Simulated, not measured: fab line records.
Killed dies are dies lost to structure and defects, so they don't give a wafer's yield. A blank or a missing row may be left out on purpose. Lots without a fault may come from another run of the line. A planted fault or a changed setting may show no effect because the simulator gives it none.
Split-lot trial -- flow n5-finfet -- route with 1938 steps; 7 lots, 21 wafers read

## ABOUT THE SPLIT
At N5_PASSIVATION_EXPOSE_27 (exposes mask PAD, defocus 0 nm), the setting dose-mj was moved away from the recipe's 32.3 on 8 of the 21 wafers read, by -7.2% to +6.7%. The other wafers ran this setting at the recipe's value.

## FROM THE SPLIT TO THE READING: what the file shows between them, 2 steps
- N5_PASSIVATION_DEVELOP_29: develop time 60 s (also split here: develop-time-s)
- N5_PASSIVATION_HARDBAKE_31: time 120 s

## THE READING
cd-nm, in nm, at N5_PASSIVATION_CD_MEAS_30 (target cd 4000 nm). Typical for fault-free wafers on this fab line: 3999.2 nm, with standard deviation 2.2 nm.

wafer,"tool, chamber at the split",dose-mj as run,against the recipe,"cd-nm, nm",against lot-mates on the recipe
L078.3,"krf-scanner-01, 0",32.3,recipe,4002.4,-
L078.4,"krf-scanner-01, 0",33.15,+2.6%,4008.4,+8.4
L078.5,"krf-scanner-01, 0",32.3,recipe,3997.6,-
L077.1,"krf-scanner-02, 0",32.3,recipe,4003.3,-
L077.5,"krf-scanner-02, 0",32.3,recipe,3998.8,-
L077.6,"krf-scanner-02, 0",32.3,recipe,4004.0,-
L076.2,"krf-scanner-01, 0",34.47,+6.7%,4011.5,+14.2
L076.5,"krf-scanner-01, 0",34.47,+6.7%,4011.3,+14.0
L076.6,"krf-scanner-01, 0",32.3,recipe,3997.3,-
L086.3,"krf-scanner-01, 0",32.3,recipe,4002.8,-
L086.4,"krf-scanner-01, 0",34.45,+6.7%,4011.2,+8.4
L086.6,"krf-scanner-01, 0",34.45,+6.7%,4014.2,+11.4
L087.3,"krf-scanner-02, 0",32.3,recipe,4003.0,-
L087.5,"krf-scanner-02, 0",32.3,recipe,3999.7,-
L087.6,"krf-scanner-02, 0",32.3,recipe,4001.2,-
L089.2,"krf-scanner-01, 0",32.3,recipe,4003.3,-
L089.4,"krf-scanner-01, 0",32.3,recipe,4002.8,-
L089.6,"krf-scanner-01, 0",34.24,+6.0%,4013.8,+10.8
L096.2,"krf-scanner-02, 0",29.98,-7.2%,3984.7,-13.5
L096.5,"krf-scanner-02, 0",32.3,recipe,3998.2,-
L096.6,"krf-scanner-02, 0",29.98,-7.2%,3987.6,-10.6

FIT RESULTS
A straight line over all 21 wafers: cd-nm changes by +1.87 nm for each +1% of dose-mj; r = +0.95; the points scatter about the line by 2.3 nm.
The same after taking each lot's own level away (the mean of its wafers on the recipe; 21 wafers): +1.77 nm for each +1%; r = +0.96; scatter 1.9 nm.
The reading moves by 13 nm for the largest change in dose-mj, on that fit.
The span of the lots' own levels, 3997.30 to 4003.05 nm, comes to 2.6 times the standard deviation stated above.
The two slopes are in agreement: the lot-to-lot level therefore moves the slope only a little.
Check: with one of the wafers moved furthest among these (-7.2%) left out of the fit, the line predicts -12 nm for it against its lot-mates. Against them it came out at -13.5 nm.

## OTHER SPLITS ON THESE WAFERS
Other splits were also applied to these wafers ahead of the reading. Each is held against what the fit with the lots' levels taken away leaves over:
other split on the same wafers,wafers away from the commonest value,r with cd-nm (lot level and that fit taken away)
N5_BEOL_M15_COAT_04 spin-rpm,3,-0.05
N5_MIM_BOT_ETCH_ETCH_04 time-s,3,+0.14
N5_PASSIVATION_DEVELOP_29 develop-time-s,7,+0.10

## THE FILE'S OWN FIT
cd-nm changes by +1.81 nm for each +1% of dose-mj, r = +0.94.
